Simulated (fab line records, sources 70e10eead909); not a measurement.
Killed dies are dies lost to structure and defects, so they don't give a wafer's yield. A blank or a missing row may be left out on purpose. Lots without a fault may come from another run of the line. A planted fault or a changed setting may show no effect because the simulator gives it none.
A struck lot beside a sound one | flow nand_harc | 14 steps out of a route of 1159
Sound: wafers L927.2, L927.3, L927.5. Struck: wafers L918.1, L918.2, L918.3. The cause comes at the end.
At each step with rows: each side's tool, then ch and its chambers, then its first start. Under that, the readings that differ: sound wafers | struck wafers | difference of the means | sigmas: that difference in standard deviations of wafers without a fault.
alike: readings whose means differ by less than 2 such deviations, and words and numbers that are the same on both sides. not compared: withheld readings, readings that some wafer has no value for, bounds like >300 that may hide the same value, and numbers for which the record gives no deviation and whose values overlap.
The two part at a step that has a row with sigmas, a row that says differs or no value, or rows on one side only. Numbers that don't overlap but have no deviation are shown without sigmas and don't part them. A reading that every wafer of one side lacks parts them only if that side has two wafers or more.

first, 1 step without rows for these wafers: NHARC_A_ONON_D1_DEP_19 (target thk 1000 nm).
NHARC_A_ONON_D1_THK_MEAS_21: measures by ellipsometry.
  sound on film_metro-01, day 12 22:26; struck on film_metro-01, day 11 18:22
  reading     | sound       | struck      | difference | sigmas
  thk_nm (nm) | 971 971 971 | 994 993 993 | +22        | +2
then, 1 step without rows for these wafers: NHARC_A_ONON_D1_DEP_22 (target thk 1000 nm).
NHARC_A_ONON_D1_THK_MEAS_24: measures by ellipsometry.
  sound on film_metro-02, day 12 23:01; struck on film_metro-01, day 11 19:07
  alike: thk_nm
then, 1 step without rows for these wafers: NHARC_A_ONON_D1_DEP_25 (target thk 1000 nm).
NHARC_A_ONON_D1_THK_MEAS_27: measures by ellipsometry.
  sound on film_metro-01, day 12 23:34; struck on film_metro-02, day 11 19:50
  alike: thk_nm
then, 1 step without rows for these wafers: NHARC_A_ONON_D1_DEP_28 (target thk 1000 nm).
NHARC_A_ONON_D1_THK_MEAS_30: measures by ellipsometry.
  sound on film_metro-01, day 13 00:14; struck on film_metro-01, day 11 20:50
  alike: thk_nm
NHARC_A_ONON_D1_DEP_33: deposits SiO2, target thk 200 nm.
  sound on pecvd-02 ch 1,2, day 13 00:20; struck on pecvd-01 ch 1,2, day 11 20:58
  alike: heater_power_w, mfc_precursor_sccm, throttle_valve_pct
NHARC_A_ONON_D1_THK_MEAS_34: measures by ellipsometry.
  sound on film_metro-02, day 13 00:43; struck on film_metro-02, day 11 21:31
  alike: thk_nm
NHARC_A_ONON_D1_INSPECT_32:
  sound on defect_inspect-01, day 13 00:47; struck on defect_inspect-02, day 11 21:35
  alike: raw_defect_count
NHARC_A_CHANNEL_HOLE_D1_DEP_00: deposits aC, target thk 3100 nm.
  sound on acl_dep-01 ch 0, day 13 01:12; struck on acl_dep-03 ch 0, day 12 01:11
  alike: throttle_valve_pct
NHARC_A_CHANNEL_HOLE_D1_DEP_01: deposits SiON, target thk 140 nm.
  sound on pecvd-03 ch 0,1, day 13 02:56; struck on pecvd-01 ch 1,2, day 12 03:08
  alike: heater_power_w
-- the record jumps here: 11 days lie between the struck wafers' starts before and after (it left off in module A_CHANNEL_HOLE_D1 and takes up again in module END, whose first step shown is number 1159 of the route) --
NHARC_END_SORT_01:
  the record has rows for the struck wafers here (prober-01 ch 0, day 23 12:26) and none for the sound ones

WHERE THEY PART
First at NHARC_A_ONON_D1_THK_MEAS_21; last, within this record, at NHARC_END_SORT_01.

WHY: what the simulator had put in
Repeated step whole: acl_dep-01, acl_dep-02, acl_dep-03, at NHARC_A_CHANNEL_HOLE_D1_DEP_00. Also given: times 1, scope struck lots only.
